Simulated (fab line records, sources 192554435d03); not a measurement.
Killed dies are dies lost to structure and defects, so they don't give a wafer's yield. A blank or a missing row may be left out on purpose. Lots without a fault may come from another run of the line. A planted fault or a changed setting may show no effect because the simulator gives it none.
fab line records | flow n5_finfet | part 1 of 2: steps 1 to 4 of 6
record lots=24 wafers=72 last_day=19
route steps=1938 shown MOL_CONTACT_COAG@603 BEOL_M0_SAQP@633
lots that met no fault: from a run of the same line without faults
start_h: hours from the record's first day to the start of the lot's first wafer shown | wait_h: hours since the lot's step before | " the same as in the row above | L1.1+2: a row that stands for several wafers | - no value, or no start given | * or withheld: withheld | < > ~ a bound
route shown NAME@n: a module of which the file shows steps, and the number in the route of the first | usual: mean/standard deviation of fault-free wafers | same: alike in all rows | chamber/n: place in a boat | sites: the reading at each site | _std_site: their standard deviation | _edge_site: outer sites' mean less inner sites' | radius_mm: how far each site lies from the wafer's centre | mask NAME#n: copy n | behind: the tool/chamber that last shaped the wafer | hold: why the lot was held/for how many hours/how that ended | device: the transistor (n, p or np) that didn't switch | end of line: the same wafers' tests at the end of the route | a step without rows: its recipe alone | killed: dies lost to structure and defects at the first sort, not the wafer's yield | map: a wafer's dies, x killed, . not, _ none there
set.NAME: the setting as run; set.NAME@STEP: as run at that earlier step | model.NAME: the simulator's own value behind a step, which no gauge read
steps of the route over a sample of lots; a table a step, a row a wafer
services: from which hour (start_h, from the record's first day; less than 0 if before it) a tool's chamber was out of use, for how many hours, and why
## steps
# step N5_MOL_CONTACT_COAG_OVL_MEAS_41
# recipe points_per_wafer=522
# usual VD_OVL=-0.4/0.66
# columns lot.wafer tool chamber start_h wait_h VD_OVL[nm]
L074.1 overlay-01 0 97.68 0.0 -0.1
L074.3 " 0 " " -0.4
L074.5 " 0 " " -0.2
L075.1 overlay-02 0 109.82 0.0 -1.3
L075.3 " 0 " " -1.4
L075.6 " 0 " " -1.8
L076.2 overlay-01 0 112.96 0.0 -0.4
L076.3 " 0 " " -0.2
L076.5 " 0 " " -0.4
L077.2 overlay-01 0 116.67 0.0 -1.2
L077.4 " 0 " " -1.4
L077.6 " 0 " " -0.6
L078.1 overlay-02 0 126.51 0.0 -0.5
L078.4 " 0 " " -0.1
L078.6 " 0 " " 0.4
L079.1 overlay-02 0 130.53 0.0 0.2
L079.2 " 0 " " 0.3
L079.4 " 0 " " 1.4
L080.1 overlay-02 0 136.76 0.0 -0.4
L080.3 " 0 " " 0.3
L080.4 " 0 " " -1.0
L081.2 overlay-02 0 139.28 0.0 0.2
L081.4 " 0 " " -0.3
L081.6 " 0 " " -1.1
L082.1 overlay-01 0 149.08 0.0 -0.1
L082.4 " 0 " " 0.0
L082.6 " 0 " " 0.5
L083.1 overlay-01 0 155.83 0.0 -0.8
L083.2 " 0 " " -0.5
L083.5 " 0 " " 0.1
L084.2 overlay-02 0 160.02 0.0 -0.2
L084.4 " 0 " " 0.0
L084.5 " 0 " " -0.3
L085.2 overlay-01 0 170.48 0.0 -0.7
L085.4 " 0 " " -0.7
L085.6 " 0 " " 0.6
L086.2 overlay-02 0 173.98 0.0 -0.3
L086.4 " 0 " " -0.7
L086.5 " 0 " " -1.0
L087.3 overlay-02 0 179.21 0.0 -0.5
L087.4 " 0 " " -0.3
L087.5 " 0 " " -0.4
L088.1 overlay-01 0 182.21 0.0 -1.1
L088.2 " 0 " " 0.0
L088.5 " 0 " " 0.5
L089.1 overlay-02 0 187.17 0.0 -1.0
L089.2 " 0 " " -0.8
L089.4 " 0 " " -0.6
L090.1 overlay-01 0 196.07 0.0 -0.8
L090.4 " 0 " " -0.9
L090.6 " 0 " " -0.6
L091.1 overlay-02 0 199.46 0.0 -0.9
L091.2 " 0 " " 0.1
L091.4 " 0 " " 0.8
L092.2 overlay-01 0 208.49 0.0 -0.5
L092.3 " 0 " " -0.3
L092.5 " 0 " " 0.7
L093.2 overlay-01 0 211.22 0.0 -0.8
L093.4 " 0 " " -1.0
L093.6 " 0 " " -0.1
L094.3 overlay-01 0 225.17 0.0 -1.6
L094.4 " 0 " " -1.1
L094.5 " 0 " " -1.7
L095.1 overlay-01 0 225.22 0.0 -0.6
L095.3 " 0 " " -0.9
L095.4 " 0 " " -1.1
L096.1 overlay-01 0 238.68 0.0 -0.6
L096.3 " 0 " " 0.1
L096.4 " 0 " " -0.2
L097.1 overlay-01 0 241.02 0.0 0.3
L097.3 " 0 " " -0.7
L097.6 " 0 " " -0.3
# step N5_MOL_CONTACT_COAG_STRIP_72
# recipe chemistry=N2/H2 power_w=450 temp_c=40 pressure_mtorr=20 rf_frequency_hz=6e+07 overash_fraction=3 bias_power_w=7 h2_frac=0.5 n2_flow_sccm=200 h2_flow_sccm=200
# usual drypump_motor_current_A=5.8/0.4 oes_product_au=0.82/0.093 rf_vpp_V=59.2/1.9 showerhead_plenum_p_Torr=2.55/0.12 throttle_valve_pct=23.6/0.32
# columns lot.wafer tool chamber start_h wait_h drypump_motor_current_A oes_product_au rf_hours_counter_h rf_vpp_V showerhead_plenum_p_Torr throttle_valve_pct
L074.1 rie_diel-03 2 98.38 0.0 5.7 0.71 201 59.6 2.43 23.8
L074.3 " 0 " " 5.7 0.68 238 58.7 2.40 23.6
L074.5 " 2 " " 5.7 0.70 - 58.8 2.43 23.9
L075.1 rie_diel-03 1 110.54 0.0 5.5 0.93 23 61.0 2.72 24.0
L075.3 " 3 " " 6.4 0.74 160 61.2 2.51 23.1
L075.6 " 1 " " 5.4 0.92 - 60.9 2.72 24.0
L076.2 rie_diel-03 0 113.80 0.0 5.6 0.68 242 63.0 2.40 23.6
L076.3 " 1 " " 5.5 0.92 24 59.4 2.72 24.0
L076.5 " 0 " " 5.6 0.69 - 58.9 2.40 23.6
L077.2 rie_diel-03 1 117.35 0.0 5.5 0.90 26 55.5 2.72 23.9
L077.4 " 0 " " 5.7 0.68 244 59.3 2.40 23.6
L077.6 " 2 " " 5.7 0.70 - 61.7 2.43 23.9
L078.1 rie_diel-05 2 127.19 0.0 5.6 0.87 33 60.5 2.68 23.4
L078.4 " 0 " " 5.6 0.80 97 60.2 2.37 24.0
L078.6 " 3 " " 5.5 0.71 - 60.1 2.63 23.6
L079.1 rie_diel-01 0 131.22 0.0 5.6 0.96 4 62.2 2.50 23.6
L079.2 " 1 " " 5.9 0.92 40 60.5 2.50 23.9
L079.4 " 0 " " 5.6 0.95 - 60.5 2.50 23.6
L080.1 rie_diel-01 0 137.52 0.0 5.6 0.95 7 57.8 2.50 23.6
L080.3 " 1 " " 5.8 0.93 42 62.0 2.50 23.9
L080.4 " 0 " " 5.6 0.93 - 57.4 2.50 23.6
L081.2 rie_diel-05 0 140.70 0.0 5.5 0.79 102 56.3 2.36 24.0
L081.4 " 3 " " 5.5 0.70 - 56.8 2.62 23.6
L081.6 " 2 " " 5.6 0.89 - 59.3 2.67 23.4
L082.1 rie_diel-01 3 149.77 0.0 6.5 0.92 21 57.8 2.70 23.6
L082.4 " 1 " " 5.8 0.91 46 61.2 2.50 23.9
L082.6 " 0 " " 5.6 0.90 - 57.4 2.50 23.6
L083.1 rie_diel-03 1 156.71 0.0 5.4 0.90 41 57.1 2.72 24.0
L083.2 " 3 " " 6.4 0.73 178 60.2 2.51 23.1
L083.5 " 3 " " 6.4 0.72 - 59.9 2.51 23.1
L084.2 rie_diel-01 1 160.74 0.0 5.8 0.90 51 58.4 2.49 23.9
L084.4 " 2 " " 5.1 0.95 8 58.7 2.47 23.0
L084.5 " 1 " " 5.8 0.90 - 56.4 2.50 23.9
L085.2 rie_diel-05 3 171.25 0.0 5.5 0.68 236 62.8 2.62 23.6
L085.4 " 2 " " 5.7 0.85 50 61.4 2.67 23.4
L085.6 " 3 " " 5.5 0.68 - 60.7 2.62 23.6
L086.2 rie_diel-03 3 174.90 0.0 6.4 0.71 188 58.7 2.50 23.1
L086.4 " 1 " " 5.4 0.87 - 61.5 2.71 24.0
L086.5 " 3 " " 6.5 0.72 - 59.2 2.50 23.1
L087.3 rie_diel-03 3 179.88 0.0 6.4 0.72 189 56.6 2.50 23.1
L087.4 " 2 " " 5.7 0.69 - 55.1 2.42 23.9
L087.5 " 3 " " 6.4 0.71 - 60.6 2.50 23.1
L088.1 rie_diel-05 3 183.95 0.0 5.5 0.68 240 56.1 2.62 23.7
L088.2 " 1 " " 5.6 0.92 11 60.6 2.50 23.7
L088.5 " 3 " " 5.5 0.68 - 58.4 2.62 23.6
L089.1 rie_diel-05 3 187.86 0.0 5.5 0.68 241 57.7 2.62 23.7
L089.2 " 0 " " 5.5 0.78 120 58.7 2.36 24.1
L089.4 " 2 " " 5.6 0.86 56 61.0 2.67 23.5
L090.1 rie_diel-01 0 197.14 0.0 5.6 0.89 28 57.2 2.49 23.6
L090.4 " 3 " " 6.5 0.89 - 59.4 2.69 23.6
L090.6 " 1 " " 5.8 0.89 - 56.5 2.49 23.9
L091.1 rie_diel-03 1 200.15 0.0 5.5 0.86 60 56.4 2.71 24.0
L091.2 " 3 " " 6.5 0.71 196 59.8 2.50 23.1
L091.4 " 0 " " 5.7 0.94 7 61.0 2.71 23.5
L092.2 rie_diel-05 1 209.80 0.0 5.6 0.90 22 60.0 2.49 23.7
L092.3 " 0 " " 5.6 0.78 124 60.9 2.36 24.1
L092.5 " 2 " " 5.6 0.83 - 61.3 2.66 23.4
L093.2 rie_diel-01 1 211.90 0.0 5.9 0.86 71 60.1 2.49 23.9
L093.4 " 3 " " 6.5 0.88 - 60.1 2.68 23.6
L093.6 " 1 " " 5.9 0.87 - 55.7 2.49 23.9
L094.3 rie_diel-01 3 226.01 0.0 6.5 0.86 48 58.8 2.68 23.6
L094.4 " 2 " " 5.1 0.89 22 56.2 2.47 22.9
L094.5 " 3 " " 6.5 0.85 - 59.9 2.68 23.7
L095.1 rie_diel-03 1 226.16 0.0 5.5 0.86 68 60.1 2.70 24.0
L095.3 " 2 " " 5.7 0.66 244 61.0 2.41 23.9
L095.4 " 0 " " 5.7 0.92 15 58.6 2.71 23.5
L096.1 rie_diel-01 0 239.64 0.0 5.6 0.86 43 59.0 2.48 23.7
L096.3 " 2 " " 5.1 0.90 27 61.4 2.47 22.9
L096.4 " 3 " " 6.5 0.86 53 62.0 2.68 23.7
L097.1 rie_diel-01 2 242.23 0.0 5.1 0.92 28 57.3 2.47 23.0
L097.3 " 3 " " 6.5 0.84 53 57.6 2.68 23.6
L097.6 " 0 " " 5.6 0.87 - 59.6 2.48 23.6
# step N5_BEOL_M0_SAQP_ILD_DEP_01
# recipe material=SiOC target_thk_a=454.19 temp_c=350 precursor=DEMS/O2 pressure_torr=5 rf_w=500 time_s=8.7
# usual heater_power_w=461/50 showerhead_plenum_p_Torr=5.697/0.014 throttle_valve_pct=12.4/0.93
# columns lot.wafer tool chamber start_h wait_h heater_power_w showerhead_plenum_p_Torr throttle_valve_pct
L074.1 pecvd-02 0 102.95 0.0 497 5.712 12.6
L074.3 " 0 " " 505 5.707 12.4
L074.5 " 1 " " 501 5.662 13.1
L075.1 pecvd-02 2 115.11 0.0 515 5.677 11.6
L075.3 " 1 " " 543 5.696 13.3
L075.6 " 1 " " 539 5.682 12.8
L076.2 pecvd-03 2 118.19 0.0 426 5.695 10.8
L076.3 " 1 " " 439 5.693 13.4
L076.5 " 0 " " 568 5.697 13.7
L077.2 pecvd-03 2 121.74 0.0 428 5.708 11.3
L077.4 " 0 " " 557 5.702 13.5
L077.6 " 2 " " 420 5.692 11.1
L078.1 pecvd-01 0 131.59 0.0 468 5.709 11.5
L078.4 " 0 " " 457 5.709 11.6
L078.6 " 2 " " 385 5.711 12.6
L079.1 pecvd-03 1 135.82 0.0 446 5.684 13.3
L079.2 " 0 " " 550 5.694 13.3
L079.4 " 1 " " 432 5.688 13.2
L080.1 pecvd-01 0 141.90 0.0 405 5.714 11.5
L080.3 " 2 " " 427 5.704 12.8
L080.4 " 2 " " 430 5.717 12.8
L081.2 pecvd-03 1 145.40 0.0 438 5.693 13.1
L081.4 " 1 " " 442 5.694 13.2
L081.6 " 0 " " 477 5.692 13.6
L082.1 pecvd-03 1 154.15 0.0 405 5.697 13.1
L082.4 " 1 " " 405 5.693 13.1
L082.6 " 2 " " 402 5.707 11.1
L083.1 pecvd-02 1 161.11 0.0 510 5.668 12.8
L083.2 " 2 " " 522 5.675 11.6
L083.5 " 2 " " 527 5.670 11.3
L084.2 pecvd-01 2 165.19 0.1 420 5.695 12.7
L084.4 " 2 " " 426 5.706 12.5
L084.5 " 2 " " 424 5.710 12.9
L085.2 pecvd-03 1 175.66 0.0 389 5.690 13.3
L085.4 " 2 " " 458 5.700 11.3
L085.6 " 0 " " 549 5.697 13.5
L086.2 pecvd-01 2 179.33 0.0 402 5.710 12.5
L086.4 " 2 " " 402 5.727 12.8
L086.5 " 1 " " 468 5.701 11.2
L087.3 pecvd-03 2 184.28 0.0 445 5.706 11.2
L087.4 " 1 " " 419 5.697 13.1
L087.5 " 0 " " 514 5.688 13.3
L088.1 pecvd-01 0 188.33 0.0 477 5.707 11.6
L088.2 " 2 " " 406 5.716 12.4
L088.5 " 1 " " 452 5.696 11.5
L089.1 pecvd-02 0 192.24 0.0 456 5.714 12.4
L089.2 " 1 " " 527 5.680 13.1
L089.4 " 1 " " 535 5.681 12.9
L090.1 pecvd-01 1 201.52 0.0 471 5.681 11.1
L090.4 " 0 " " 454 5.720 11.7
L090.6 " 1 " " 478 5.683 11.1
L091.1 pecvd-01 0 204.54 0.0 433 5.708 11.3
L091.2 " 1 " " 465 5.707 11.1
L091.4 " 1 " " 465 5.695 11.3
L092.2 pecvd-03 1 214.22 0.0 449 5.698 13.3
L092.3 " 0 " " 500 5.704 13.4
L092.5 " 2 " " 414 5.683 11.1
L093.2 pecvd-02 2 217.22 0.0 508 5.672 11.3
L093.4 " 2 " " 502 5.675 11.4
L093.6 " 0 " " 402 5.718 12.9
L094.3 pecvd-03 2 230.40 0.0 446 5.711 11.0
L094.4 " 0 " " 529 5.701 13.6
L094.5 " 2 " " 444 5.680 11.1
L095.1 pecvd-03 1 233.39 0.0 449 5.692 13.0
L095.3 " 2 " " 445 5.705 10.9
L095.4 " 2 " " 445 5.696 11.3
L096.1 pecvd-02 2 244.05 0.0 538 5.652 11.4
L096.3 " 0 " " 483 5.709 12.7
L096.4 " 2 " " 515 5.673 11.5
L097.1 pecvd-03 0 247.02 0.0 576 5.704 13.7
L097.3 " 1 " " 447 5.686 13.1
L097.6 " 1 " " 452 5.697 13.1
# step N5_BEOL_M0_SAQP_ETCH_88
# recipe chemistry=N2/H2 target=underlayer target_depth_a=65 time_s=5.2 ion_energy_ev=200 mask_material=CAR-EUV pressure_mtorr=30 source_w=840 bias_w=150 n2_flow_sccm=200 h2_flow_sccm=200 ends=cleared
# usual drypump_motor_current_A=5.7/0.56 etch_rf_on_time_s=5.23/0.16 oes_product_au=0.69/0.072 rf_vpp_V=523.6/2.4 showerhead_plenum_p_Torr=2.53/0.079 throttle_valve_pct=17.89/0.2
# columns lot.wafer tool chamber start_h wait_h drypump_motor_current_A etch_rf_on_time_s oes_product_au rf_hours_counter_h rf_vpp_V showerhead_plenum_p_Torr throttle_valve_pct
L074.1 rie_diel-06 0 108.71 0.0 6.5 5.21 0.59 248 525.1 2.61 18.22
L074.3 " 1 " " 6.0 5.37 0.61 179 528.0 2.65 18.19
L074.5 " 1 " " 6.0 5.29 0.61 - 528.7 2.64 18.21
L075.1 rie_diel-06 3 120.70 0.0 4.9 5.36 0.64 133 524.3 2.56 17.90
L075.3 " 2 " " 5.7 5.04 0.67 118 518.7 2.45 17.97
L075.6 " 1 " " 6.0 5.22 0.61 - 526.6 2.64 18.21
L076.2 rie_diel-02 0 123.27 0.0 5.4 5.24 0.77 35 524.2 2.60 17.69
L076.3 " 2 " " 6.6 5.43 0.70 59 522.6 2.48 17.68
L076.5 " 1 " " 6.4 5.09 0.66 - 527.3 2.67 17.65
L077.2 rie_diel-04 0 128.06 0.0 6.0 5.10 0.83 14 524.1 2.49 17.63
L077.4 " 2 " " 5.2 5.35 0.61 180 521.7 2.41 17.68
L077.6 " 1 " " 5.1 4.98 0.79 - 524.6 2.58 17.84
L078.1 rie_diel-06 2 137.19 0.0 5.7 5.12 0.67 124 520.3 2.45 17.98
L078.4 " 1 " " 6.0 5.38 0.62 - 525.1 2.64 18.26
L078.6 " 2 " " 5.6 5.12 0.67 - 520.5 2.45 17.97
L079.1 rie_diel-04 3 141.40 0.0 5.6 5.15 0.68 112 520.8 2.44 17.92
L079.2 " 2 " " 5.2 5.39 0.60 183 521.9 2.41 17.69
L079.4 " 0 " " 6.0 5.10 0.82 18 524.0 2.49 17.65
L080.1 rie_diel-04 3 148.13 0.0 5.6 5.15 0.69 115 520.7 2.44 17.92
L080.3 " 2 " " 5.2 5.44 0.60 186 521.1 2.41 17.70
L080.4 " 0 " " 6.0 5.09 0.81 21 524.4 2.49 17.67
L081.2 rie_diel-06 3 153.63 0.0 4.9 5.51 0.63 145 524.2 2.55 17.89
L081.4 " 0 " " 6.5 5.05 0.81 5 526.1 2.61 17.72
L081.6 " 0 " " 6.5 5.04 0.81 - 525.4 2.61 17.72
L082.1 rie_diel-02 2 159.76 0.0 6.5 5.45 0.68 70 523.8 2.47 17.72
L082.4 " 0 " " 5.4 5.25 0.75 46 525.0 2.59 17.71
L082.6 " 0 " " 5.4 5.20 0.75 - 524.3 2.59 17.71
L083.1 rie_diel-02 2 166.35 0.0 6.5 5.43 0.68 73 524.1 2.47 17.69
L083.2 " 1 " " 6.4 5.02 0.65 158 527.8 2.66 17.68
L083.5 " 3 " " 6.8 5.12 0.69 - 521.0 2.48 18.35
L084.2 rie_diel-06 2 171.66 0.0 5.7 5.13 0.66 135 520.1 2.44 17.99
L084.4 " 1 " " 6.0 5.32 0.60 196 525.4 2.64 18.22
L084.5 " 3 " " 4.9 5.51 0.63 - 524.4 2.55 17.93
L085.2 rie_diel-06 0 182.29 0.0 6.5 5.04 0.79 14 525.2 2.60 17.75
L085.4 " 1 " " 6.0 5.36 0.60 199 525.7 2.64 18.24
L085.6 " 3 " " 4.9 5.50 0.63 - 524.2 2.55 17.93
L086.2 rie_diel-04 2 187.20 0.0 5.2 5.43 0.59 199 521.4 2.41 17.72
L086.4 " 0 " " 6.0 5.17 0.80 32 523.5 2.48 17.68
L086.5 " 0 " " 6.0 5.15 0.78 - 524.8 2.48 17.69
L087.3 rie_diel-06 1 191.17 0.0 6.0 5.42 0.59 201 524.4 2.64 18.24
L087.4 " 3 " " 5.0 5.50 0.61 156 525.6 2.54 17.94
L087.5 " 3 " " 4.9 5.47 0.61 - 523.1 2.54 17.91
L088.1 rie_diel-06 0 193.69 0.0 6.5 5.06 0.79 17 525.5 2.60 17.75
L088.2 " 3 " " 5.0 5.48 0.61 158 524.0 2.54 17.92
L088.5 " 0 " " 6.4 5.09 0.78 - 526.9 2.60 17.77
L089.1 rie_diel-04 0 198.78 0.0 6.0 5.14 0.77 36 520.9 2.48 17.68
L089.2 " 2 " " 5.2 5.50 0.58 202 518.8 2.40 17.74
L089.4 " 3 " " 5.6 5.17 0.68 130 523.1 2.44 17.94
L090.1 rie_diel-02 0 206.99 0.0 5.4 5.25 0.73 62 526.6 2.58 17.76
L090.4 " 1 " " 6.4 5.06 0.65 170 526.6 2.66 17.67
L090.6 " 0 " " 5.4 5.24 0.72 - 524.1 2.58 17.73
L091.1 rie_diel-06 3 211.34 0.0 4.9 5.35 0.62 163 525.6 2.54 17.93
L091.2 " 1 " " 6.0 5.35 0.59 204 527.0 2.63 18.24
L091.4 " 0 " " 6.4 5.03 0.78 22 526.1 2.60 17.76
L092.2 rie_diel-04 3 219.54 0.0 5.6 5.20 0.67 137 520.4 2.43 17.95
L092.3 " 1 " " 5.2 5.05 0.74 51 525.8 2.57 17.87
L092.5 " 1 " " 5.1 5.09 0.72 - 522.8 2.57 17.87
L093.2 rie_diel-02 3 223.62 0.0 6.8 5.10 0.70 105 521.6 2.47 18.37
L093.4 " 0 " " 5.4 5.23 0.74 65 525.2 2.58 17.76
L093.6 " 3 " " 6.8 5.14 0.69 - 520.5 2.47 18.38
L094.3 rie_diel-04 2 237.60 0.0 5.2 5.50 0.57 214 521.8 2.40 17.73
L094.4 " 2 " " 5.2 5.55 0.57 - 520.8 2.40 17.76
L094.5 " 3 " " 5.6 5.30 0.65 - 521.6 2.43 17.95
L095.1 rie_diel-06 0 240.54 0.0 6.5 4.98 0.76 31 524.5 2.59 17.79
L095.3 " 1 " " 6.0 5.32 0.59 212 523.5 2.63 18.26
L095.4 " 3 " " 5.0 5.45 0.61 172 522.0 2.54 17.99
L096.1 rie_diel-04 0 249.60 0.0 6.0 5.19 0.75 52 519.7 2.47 17.71
L096.3 " 1 " " 5.2 5.10 0.73 58 524.4 2.57 17.88
L096.4 " 3 " " 5.6 5.32 0.66 146 519.5 2.43 17.99
L097.1 rie_diel-04 2 252.36 0.0 5.2 5.46 0.57 219 520.7 2.40 17.76
L097.3 " 3 " " 5.6 5.17 0.66 147 523.7 2.43 17.97
L097.6 " 0 " " 6.0 5.18 0.76 - 520.8 2.47 17.75
